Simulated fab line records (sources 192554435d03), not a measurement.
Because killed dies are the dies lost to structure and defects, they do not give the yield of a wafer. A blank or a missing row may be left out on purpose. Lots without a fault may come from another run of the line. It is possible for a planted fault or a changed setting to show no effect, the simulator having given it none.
Chamber matching	flow n5_finfet	rie_diel-06 running N5_SD_EPI_P_ETCH_37: 4 sister chambers
The step etches SOC in N2/H2, overetch 108 nm, time 486 s. 8 wafers are shown with their chamber, then 7 later ones without.

== WAFERS, EACH WITH ITS CHAMBER ==
wafer	chamber	drypump_motor_current_A (A)	showerhead_plenum_p_Torr (Torr)
L081.5	0	5.4	2.40
L083.4	0	5.5	2.39
L087.2	3	6.0	2.43
L089.2	2	5.9	2.61
L089.4	1	6.2	2.49
L089.5	1	6.2	2.49
L090.1	3	6.0	2.43
L090.2	2	5.9	2.61

== WAFERS WHOSE CHAMBER IS MISSING ==
wafer	drypump_motor_current_A (A)	showerhead_plenum_p_Torr (Torr)
L090.3	6.2	2.49
L096.1	5.9	2.61
L096.4	5.5	2.38
L096.6	5.9	2.61
L097.2	5.9	2.61
L097.5	5.9	2.61
L097.6	6.2	2.49

== EACH ONE'S CHAMBER ==
wafer	from the rows above	in truth
L090.3	1	1
L096.1	2	2
L096.4	0	0
L096.6	2	2
L097.2	2	2
L097.5	2	2
L097.6	1	1
Placed correctly: 7 of 7. Left unplaced by these rows: 0. Placed wrongly: 0.
How it was worked out, from the rows above alone: a wafer's distance from a chamber is the root of the sum, over the readings, of the square of ((its reading less the chamber's mean) divided by the reading's scatter). The wafer belongs to the nearest chamber; if the next one is less than 2 further off, it can't be placed. The mean given for a chamber averages the wafers shown for that chamber. How the scatter is found: for the shown wafers, subtract from each reading the mean of its chamber, square and add these, divide the total by (wafers less chambers), then take the root.
